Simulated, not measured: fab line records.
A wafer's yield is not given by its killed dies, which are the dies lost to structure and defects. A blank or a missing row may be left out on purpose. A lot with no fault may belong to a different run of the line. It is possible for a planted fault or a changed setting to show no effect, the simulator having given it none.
Split-lot experiment | flow n5-finfet | 7 lots, 21 wafers read, on a route of 1938 steps

== THE SPLIT ITSELF ==
At N5_BEOL_M7_ETCH_62 (etches SOC in N2/H2, target depth 110 nm, overetch 22 nm, time 165 s), the setting source-w was moved away from the recipe's 840 W on 5 of the 21 wafers read, by +5.1% to +9.2%. This setting was run at the recipe's value on the other wafers.

The split's own step is where the reading is taken.

== THE READING ==
rf-vpp-V, in V, at N5_BEOL_M7_ETCH_62 (etches SOC in N2/H2, target depth 110 nm, overetch 22 nm, time 165 s). On this fab line, fault-free wafers typically give 524 V with a standard deviation of 3.2 V.

wafer  | tool, chamber at the split | source-w as run, W | against the recipe | rf-vpp-V, V | against lot-mates on the recipe
L075.3 | rie-diel-06, 2             | 882.8              | +5.1%              | 518         | -8
L075.4 | rie-diel-06, 0             | 840                | recipe             | 526         | -
L075.5 | rie-diel-06, 3             | 840                | recipe             | 525         | -
L077.1 | rie-diel-06, 1             | 904.8              | +7.7%              | 510         | -16
L077.3 | rie-diel-06, 0             | 840                | recipe             | 526         | -
L077.6 | rie-diel-06, 0             | 904.8              | +7.7%              | 513         | -13
L084.2 | rie-diel-06, 2             | 840                | recipe             | 526         | -
L084.5 | rie-diel-06, 1             | 840                | recipe             | 523         | -
L084.6 | rie-diel-06, 0             | 840                | recipe             | 525         | -
L086.1 | rie-diel-05, 2             | 917                | +9.2%              | 511         | -15
L086.4 | rie-diel-05, 0             | 917                | +9.2%              | 511         | -15
L086.6 | rie-diel-05, 0             | 840                | recipe             | 526         | -
L087.3 | rie-diel-05, 0             | 840                | recipe             | 527         | -
L087.4 | rie-diel-05, 1             | 840                | recipe             | 519         | -
L087.6 | rie-diel-05, 2             | 840                | recipe             | 524         | -
L091.1 | rie-diel-06, 2             | 840                | recipe             | 526         | -
L091.3 | rie-diel-06, 0             | 840                | recipe             | 524         | -
L091.4 | rie-diel-06, 3             | 840                | recipe             | 525         | -
L097.4 | rie-diel-06, 2             | 840                | recipe             | 525         | -
L097.5 | rie-diel-06, 3             | 840                | recipe             | 525         | -
L097.6 | rie-diel-06, 0             | 840                | recipe             | 524         | -

THE FIT
A straight line over all 21 wafers: rf-vpp-V changes by -1.57 V for each +1% of source-w; r = -0.95; the points scatter about the line by 1.8 V.
The same after taking each lot's own level away (the mean of its wafers on the recipe; 21 wafers): -1.72 V for each +1%; r = -0.97; scatter 1.6 V.
The reading moves by 16 V for the largest change in source-w, on that fit.
Across the lots, their own levels run from 523.3 to 526.0 V, a range of 0.8 times the standard deviation given above.
The two slopes agree, so the slope changes little with the lot-to-lot level.
Check: with one of the wafers moved furthest among these (+9.2%) left out of the fit, the line predicts -16 V for it against its lot-mates. It came out at -15 V against them.
Tool readings at the split's step, against how far the setting was moved: rf-vpp-V r = -0.95.

== OTHER SPLITS APPLIED TO THESE WAFERS ==
These wafers also went through other splits before the reading. Each is held against what the fit with the lots' levels taken away leaves over:
other split on the same wafers    | wafers away from the commonest value | r with rf-vpp-V (lot level and that fit taken away)
N5_BEOL_M6_PECVD_70 temp-c        | 10                                   | +0.07
N5_BEOL_M6_HM_DEP_02 target-thk-a | 9                                    | -0.19
N5_BEOL_M7_ETCH_61 source-w       | 7                                    | -0.22

== THE FILE'S OWN FIT ==
rf-vpp-V changes by -1.66 V for each +1% of source-w, r = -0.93.
